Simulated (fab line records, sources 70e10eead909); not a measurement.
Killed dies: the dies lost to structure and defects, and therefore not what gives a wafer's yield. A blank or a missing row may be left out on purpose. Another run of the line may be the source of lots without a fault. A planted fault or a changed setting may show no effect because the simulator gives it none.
Matching of chambers / flow nand_harc / rie_si-06 running NHARC_A_ZERO_WELL_ETCH_13: 4 sister chambers
The step etches the open film in HBr/Cl2, target depth 120 nm, time 40.1 s. 4 wafers are shown with their chamber, then 8 later ones without.

== WAFERS, EACH WITH ITS CHAMBER ==
wafer=L087.4; chamber=2; drypump_motor_current_A (A)=6.0
wafer=L089.5; chamber=3; drypump_motor_current_A (A)=5.8
wafer=L089.6; chamber=0; drypump_motor_current_A (A)=5.8
wafer=L090.1; chamber=1; drypump_motor_current_A (A)=5.3

== WAFERS WHOSE CHAMBER IS MISSING ==
wafer=L090.3; drypump_motor_current_A (A)=5.8
wafer=L090.4; drypump_motor_current_A (A)=5.9
wafer=L092.1; drypump_motor_current_A (A)=5.3
wafer=L092.4; drypump_motor_current_A (A)=5.8
wafer=L092.6; drypump_motor_current_A (A)=5.3
wafer=L095.3; drypump_motor_current_A (A)=5.8
wafer=L095.5; drypump_motor_current_A (A)=5.8
wafer=L095.6; drypump_motor_current_A (A)=6.0

== THE CHAMBER EACH PASSED THROUGH ==
wafer=L090.3; from the rows above=can't be placed: 0 or 3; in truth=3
wafer=L090.4; from the rows above=can't be placed: 2 or 0 or 3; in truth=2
wafer=L092.1; from the rows above=1; in truth=1
wafer=L092.4; from the rows above=can't be placed: 0 or 3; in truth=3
wafer=L092.6; from the rows above=1; in truth=1
wafer=L095.3; from the rows above=can't be placed: 0 or 3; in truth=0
wafer=L095.5; from the rows above=can't be placed: 0 or 3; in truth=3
wafer=L095.6; from the rows above=2; in truth=2
3 of 8 placed correctly. Can't be placed from these rows: 5 (the true chamber is among the candidates in 5). Placed wrongly: 0.
How it was worked out, from the rows above alone: a wafer's distance from a chamber is the root of the sum, over the readings, of the square of ((its reading less the chamber's mean) divided by the reading's scatter). If the next closest chamber is less than 2 further off than the closest, the wafer can't be placed; otherwise it belongs to the closest. The mean given for a chamber averages the wafers shown for that chamber. The scatter: with one shown wafer a chamber, the root of the mean of the squares of how far each hidden wafer lies from its nearest shown one.
